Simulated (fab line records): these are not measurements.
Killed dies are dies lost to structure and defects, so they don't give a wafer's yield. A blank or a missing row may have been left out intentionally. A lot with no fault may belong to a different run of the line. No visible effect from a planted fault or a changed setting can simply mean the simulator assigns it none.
Comparing a struck lot with a sound one / flow n5 finfet / 14 out of 1938 route steps
Sound: these wafers, L582.1, L582.2, L582.5. Wafers L575.2, L575.3, L575.4 were the ones struck. At the end, the cause is stated.
For every step that has rows: the tool of each side, followed by ch and its chambers, followed by its first start. Under that, the readings that differ: sound wafers / struck wafers / difference of the means / sigmas: that difference in standard deviations of wafers without a fault.
alike: readings with means less than 2 such deviations apart, plus words and numbers identical on both sides. not compared: withheld readings, readings lacking a value on some wafer, bounds such as >300 that could conceal the same value, and numbers that have no deviation in the record and whose values overlap.
The two part at a step that has a row with sigmas, a row that says differs or no value, or rows on one side only. When numbers do not overlap yet have no deviation, they are printed without sigmas and do not part them. A reading missing from all wafers of one side parts the sides only when that side holds two or more wafers.

N5_BEOL_M10_ETCH_61: etches SiARC in CF4, target depth 39 nm, time 65 s.
  sound on rie diel-06 ch 0,1, day 15 14:38; struck on rie diel-02 ch 0,1,3, day 13 09:01
  alike: drypump motor current A, etch rf on time s, oes product au, rf vpp V, showerhead plenum p Torr, throttle valve pct
  not compared: rf hours counter h
N5_BEOL_M10_ETCH_62: etches SOC in N2/H2, target depth 110 nm, overetch 22 nm, time 165 s.
  sound on rie diel-06 ch 0,1, day 15 14:41; struck on rie diel-02 ch 0,1,3, day 13 09:04
  alike: drypump motor current A, oes product au, rf vpp V, showerhead plenum p Torr, throttle valve pct
  not compared: rf hours counter h
then, 1 step without rows for these wafers: N5_BEOL_M10_STRIP_68 (strips in N2/H2).
N5_BEOL_M10_STRIP_67: strips in CF4.
  sound on rie diel-06 ch 0,1, day 15 14:49; struck on rie diel-02 ch 0,1,3, day 13 09:13
  alike: drypump motor current A, oes product au, rf vpp V, showerhead plenum p Torr, throttle valve pct
  not compared: rf hours counter h
N5_BEOL_M10_HM_OPEN_17: chemistry Cl2/BCl3, target TiN, target depth 20 nm, overetch 6 nm.
  sound on rie metal-01 ch 0,1, day 15 14:52; struck on rie metal-01 ch 0,1, day 13 09:16
  alike: bcl3 flow sccm, drypump motor current A, he backside leak sccm, oes product au, throttle valve pct
  not compared: rf hours counter h
N5_BEOL_M10_STRIP_19: strips in O2.
  sound on rie diel-06 ch 1,3, day 15 15:02; struck on rie diel-03 ch 1,2,3, day 13 09:32
  alike: drypump motor current A, oes product au, rf vpp V, showerhead plenum p Torr, throttle valve pct
  not compared: rf hours counter h
N5_BEOL_M10_CD_MEAS_18: pitch 140 nm, target cd 70 nm.
  sound on cd sem-01, day 15 15:07; struck on cd sem-02, day 13 09:36
  alike: cd nm
then, 5 steps without rows for these wafers: N5_BEOL_M10_COAT_63 (time 60 s, resist thk 100 nm); N5_BEOL_M10_COAT_64 (time 60 s, resist thk 30 nm); N5_BEOL_M10_COAT_22 (resist thk 90 nm); N5_BEOL_M10_EBR_24; N5_BEOL_M10_SOFTBAKE_23 (time 60 s).
N5_BEOL_M10_EXPOSE_25: exposes mask V9.
  sound on arfi scanner-03 ch 0, day 15 16:35; struck on arfi scanner-01, day 13 10:49
  no value came back on the struck wafers for exposure dose mJ cm2, focus offset nm (nm); on the sound wafers exposure dose mJ cm2 reads 85.42 85.38 85.44
  alike: mask
then, 1 step without rows for these wafers: N5_BEOL_M10_PEB_26 (peb time 60 s).

== WHERE THEY PART ==
At N5_BEOL_M10_EXPOSE_25 and nowhere else, as far as this record goes.

WHY: what the simulator had put in
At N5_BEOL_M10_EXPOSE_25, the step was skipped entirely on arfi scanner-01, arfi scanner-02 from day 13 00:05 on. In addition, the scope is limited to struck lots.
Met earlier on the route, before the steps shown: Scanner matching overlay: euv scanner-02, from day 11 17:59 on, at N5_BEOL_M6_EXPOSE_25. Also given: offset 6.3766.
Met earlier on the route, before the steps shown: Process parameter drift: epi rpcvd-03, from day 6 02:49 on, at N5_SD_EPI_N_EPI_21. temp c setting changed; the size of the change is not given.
